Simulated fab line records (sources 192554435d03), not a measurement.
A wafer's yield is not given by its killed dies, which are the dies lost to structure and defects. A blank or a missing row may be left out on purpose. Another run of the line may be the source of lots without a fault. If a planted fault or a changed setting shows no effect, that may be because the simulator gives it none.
A struck lot beside a sound one	flow n5 finfet	38 out of 1938 route steps
Sound: the wafers L290.3, L290.4, L290.6. Struck: wafers L303.1, L303.5. The cause is named last.
Order at every step that has rows: each side's tool, ch and its chambers, its first start. Under that, the readings that differ: sound wafers	struck wafers	difference of the means	sigmas: that difference in standard deviations of wafers without a fault.
alike: words and numbers the same on both sides, and readings whose means are apart by under 2 such deviations; not compared: readings that were withheld, readings missing a value for some wafer, numbers with overlapping values and no deviation given by the record, and bounds like >300 which may hide the same value.
A row with sigmas, a row that says differs or no value, or rows on one side alone: a step with any of these is where the two part. Non-overlapping numbers with no deviation appear without sigmas and do not part them. A reading missing from all wafers of one side parts the sides only when that side holds two or more wafers.

first, 9 steps without rows for these wafers: N5_BEOL_M4_ANNEAL_95 (time 240 s); N5_BEOL_M4_SPUTTER_96 (material Cu, target thk 4.5 nm, time 8.29 s); N5_BEOL_M4_ECD_50 (material Cu, target thk 300 nm); N5_BEOL_M4_ANNEAL_51 (time 90 s); N5_BEOL_M4_CMP_52 (polishes, stops on SiOC, t overpolish 6.8 s, target thk 40 nm); N5_BEOL_M4_PRE_CLEAN_60 (time 15 s); N5_BEOL_M4_CO_CAP_55 (material Co, precursor CCTBA/H2, target thk 2 nm, time 102.1 s); N5_BEOL_M4_PRE_CLEAN_56 (time 15 s); N5_BEOL_M4_DEP_57 (deposits SiCN from 3MS/NH3, target thk 8 nm, time 14 s).
N5_BEOL_M4_RC_MEAS_101:
  sound on prober-01 ch 0, day 10 07:38; struck on prober-02 ch 0, day 13 09:45
  alike: DIBL_N, DIBL_P, IOFF_N, IOFF_P, ION_N, ION_P, SS_N, SS_P, VT_N, VT_P
then, 24 steps without rows for these wafers: N5_BEOL_M5_ILD_DEP_00 (deposits SiCOH lowk from DEMS/porogen, target thk 140.64 nm, time 25.9 s); N5_BEOL_M5_CURE_79 (cures SiCOH lowk, time 240 s); N5_BEOL_M5_PECVD_70 (deposits SiO2 from TEOS/O2, target thk 16 nm, time 18 s); N5_BEOL_M5_HM_DEP_02 (deposits TiN, target thk 20 nm); N5_BEOL_M5_COAT_59 (time 60 s, resist thk 60 nm); N5_BEOL_M5_COAT_60 (time 60 s, resist thk 12 nm); N5_BEOL_M5_COAT_71 (time 60 s, resist thk 5 nm); N5_BEOL_M5_COAT_05 (resist thk 30 nm); N5_BEOL_M5_EBR_07; N5_BEOL_M5_SOFTBAKE_06 (time 60 s); N5_BEOL_M5_EXPOSE_08 (exposes mask M5, target cd 28 nm); N5_BEOL_M5_PEB_09 (peb time 60 s); N5_BEOL_M5_DEVELOP_10 (develop time 30 s); N5_BEOL_M5_DESCUM_16 (chemistry O2, time 7 s); N5_BEOL_M5_ETCH_72 (etches underlayer in N2/H2, target depth 6.5 nm, time 5.2 s); N5_BEOL_M5_ETCH_61 (etches SiARC in CF4, target depth 15.6 nm, time 26 s); N5_BEOL_M5_ETCH_62 (etches SOC in N2/H2, target depth 75 nm, overetch 15 nm, time 112.5 s); N5_BEOL_M5_STRIP_63 (strips in N2/H2); N5_BEOL_M5_STRIP_73 (strips in N2/H2); N5_BEOL_M5_STRIP_64 (strips in CF4); N5_BEOL_M5_HM_OPEN_17 (chemistry Cl2/BCl3, target TiN, target depth 20 nm, overetch 6 nm); N5_BEOL_M5_STRIP_19 (strips in O2); N5_BEOL_M5_COAT_65 (time 60 s, resist thk 60 nm); N5_BEOL_M5_COAT_66 (time 60 s, resist thk 12 nm).
-- the record jumps here: 2 days lie between the struck wafers' starts before and after (it left off in module BEOL_M5 and takes up again in module BEOL_M9, whose first step shown is number 1464 of the route) --
N5_BEOL_M9_CMP_52: polishes, stops on SiCOH lowk, t overpolish 7 s, target thk 140 nm.
  sound on cmp-04 ch 0,2, day 12 07:34; struck on cmp-04 ch 0,3, day 15 14:11
reading	sound	struck	difference	sigmas
barrier field endpoint s (s)	28.5 29.1 29.4	47.0 47.0	+18.0	+25
overpolish run s (s)	6.987 7.011 7.001	0.036 0.043	-6.960	-99 or more
time to endpoint s (s)	66 62 67	88 86	+22	+7
  alike: motor current A, platen rpm, slurry filter dp kPa
N5_BEOL_M9_THK_MEAS_53: measures by xrf.
  struck on film metro-01, day 15 14:22; sound on film metro-02, day 12 07:49
reading	sound	struck	difference	sigmas
M9_THK (nm)	141 142 139	263 254	+118	+38
N5_BEOL_M9_INSPECT_58: inspects for defects (darkfield).
  struck on defect inspect-02, day 15 14:31; sound on defect inspect-02, day 12 07:58
reading	sound	struck	difference	sigmas
raw defect count	115 90 65	4256 4281	+4178	+99 or more
-- record jumps: 2 days separate the struck wafers' starts on either side; left off in module BEOL_M9, taken up again in module PASSIVATION, whose first shown step is the route's number 1936 --
N5_PASSIVATION_PROBE_49:
  only the struck wafers here have rows in the record (prober-01, day 18 00:58); the sound ones have none

== WHERE THEY PART ==
Earliest at N5_BEOL_M9_CMP_52; latest, in this record, at N5_PASSIVATION_PROBE_49.

WHY: what had been put in by the simulator
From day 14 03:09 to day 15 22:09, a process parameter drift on cmp-04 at N5_BEOL_M9_CMP_52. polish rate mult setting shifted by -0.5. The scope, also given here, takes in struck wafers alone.
